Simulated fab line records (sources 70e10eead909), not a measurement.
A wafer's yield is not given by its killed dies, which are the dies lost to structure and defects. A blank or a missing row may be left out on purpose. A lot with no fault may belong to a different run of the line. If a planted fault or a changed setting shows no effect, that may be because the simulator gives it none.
Struck lot and sound lot, side by side | flow nandHarc | 15 out of 1159 route steps
Sound: these wafers, L148.1, L148.2, L148.6. Wafers struck: L138.1, L138.2, L138.3. The cause is named last.
Each step with rows lists, per side, the tool, then ch with its chambers, then its first start. Under that, the readings that differ: sound wafers | struck wafers | difference of the means | sigmas: that difference in standard deviations of wafers without a fault.
alike: same words and numbers on both sides, and readings whose means sit less than 2 such deviations apart. not compared: any withheld reading, any reading some wafer has no value for, any bound like >300 that may hide the same value, and any number with overlapping values for which the record gives no deviation.
A row with sigmas, a row that says differs or no value, or rows on one side alone: a step with any of these is where the two part. Numbers that don't overlap but have no deviation are shown without sigmas and don't part them. A reading that every wafer of one side lacks parts them only if that side has two wafers or more.

first, 5 steps without rows for these wafers: NHARC_A_BONDPAD_SOFTBAKE_04 (time 70 s); NHARC_A_BONDPAD_EBR_05; NHARC_A_BONDPAD_EXPOSE_06 (exposes mask A BPAD); NHARC_A_BONDPAD_PEB_07 (peb time 80 s); NHARC_A_BONDPAD_DEVELOP_08 (time 50 s).
NHARC_A_BONDPAD_CD_MEAS_09 targets a cd of 500 nm.
  sound on cdSem-02 ch 0, day 21 22:13; struck on cdSem-03 ch 0, day 18 13:55
  alike: cdNm
NHARC_A_BONDPAD_OVL_MEAS_35:
  sound: overlay-02 at day 21 22:20; struck: overlay-01 at day 18 14:00
  alike: overlayXNm, overlayYNm
then, 1 step without rows for these wafers: NHARC_A_BONDPAD_HARDBAKE_10 (time 65 s).
NHARC_A_BONDPAD_DESCUM_11: chemistry O2, time 3 s.
  sound on rieDiel-08 ch 1,2, day 21 22:27; struck on rieDiel-11 ch 0,2,3, day 18 14:08
  alike: drypumpMotorCurrentA, oesProductAu, rfVppV, showerheadPlenumPTorr, throttleValvePct
  not compared: rfHoursCounterH
NHARC_A_BONDPAD_ETCH_34: etches the open film in N2/H2, target depth 60 nm, overetch 18 nm, time 65.91 s.
  sound on rieDiel-08 ch 0,2, day 21 22:32; struck on rieDiel-11 ch 0,1,2, day 18 14:13
  alike: drypumpMotorCurrentA, oesProductAu, rfVppV, showerheadPlenumPTorr, throttleValvePct
  not compared: rfHoursCounterH
NHARC_A_BONDPAD_ETCH_12: etches the open film in CHF3/O2, target depth 220 nm, time 110 s.
  sound: rieDiel-08 ch 0,2,3; struck: rieDiel-11 ch 0,1,2
  alike: drypumpMotorCurrentA, oesProductAu, rfVppV, showerheadPlenumPTorr, throttleValvePct
  not compared: rfHoursCounterH
NHARC_A_BONDPAD_CD_MEAS_13:
  sound: cdSem-02 at day 21 22:46; struck: cdSem-02 at day 18 14:26
  alike: cdNm
NHARC_A_BONDPAD_STRIP_15: strips in O2.
  sound on rieDiel-08 ch 1,2, day 21 22:50; struck on rieDiel-11 ch 1,2,3, day 18 14:32
  no value came back on the struck wafers for any of 7 readings (biasW (W), chamberPressureMTorr (mTorr) and others); on the sound wafers biasW (W) reads 0 0 0
  not compared: rfHoursCounterH
NHARC_A_BONDPAD_ETCH_24: etches the open film in CF4/N2, target depth 30 nm, time 72.99 s.
  sound on rieDiel-08 ch 0,2,3; struck on rieDiel-11 ch 0,1,3, day 18 14:40
  alike: drypumpMotorCurrentA, oesProductAu, rfVppV, showerheadPlenumPTorr, throttleValvePct
  not compared: rfHoursCounterH
NHARC_END_SORT_01:
  sound on prober-01 ch 0, day 23 15:41; struck on prober-01 ch 0, day 20 07:31
  alike: defectLimitedYield, killedAtArray, killedAtOther, killedAtPeriphery, killedDies, killedOpen, killedShort, sort_bin_2_pct, sort_bin_3_pct, sort_bin_4_pct, sortNPass, sortRimYieldPct, sortYieldPct

== WHERE THEY PART ==
Only at NHARC_A_BONDPAD_STRIP_15, as far as this record shows. Later steps at which nothing parts them and some readings are alike: NHARC_A_BONDPAD_ETCH_24, NHARC_END_SORT_01.

WHY: whatever the simulator had introduced
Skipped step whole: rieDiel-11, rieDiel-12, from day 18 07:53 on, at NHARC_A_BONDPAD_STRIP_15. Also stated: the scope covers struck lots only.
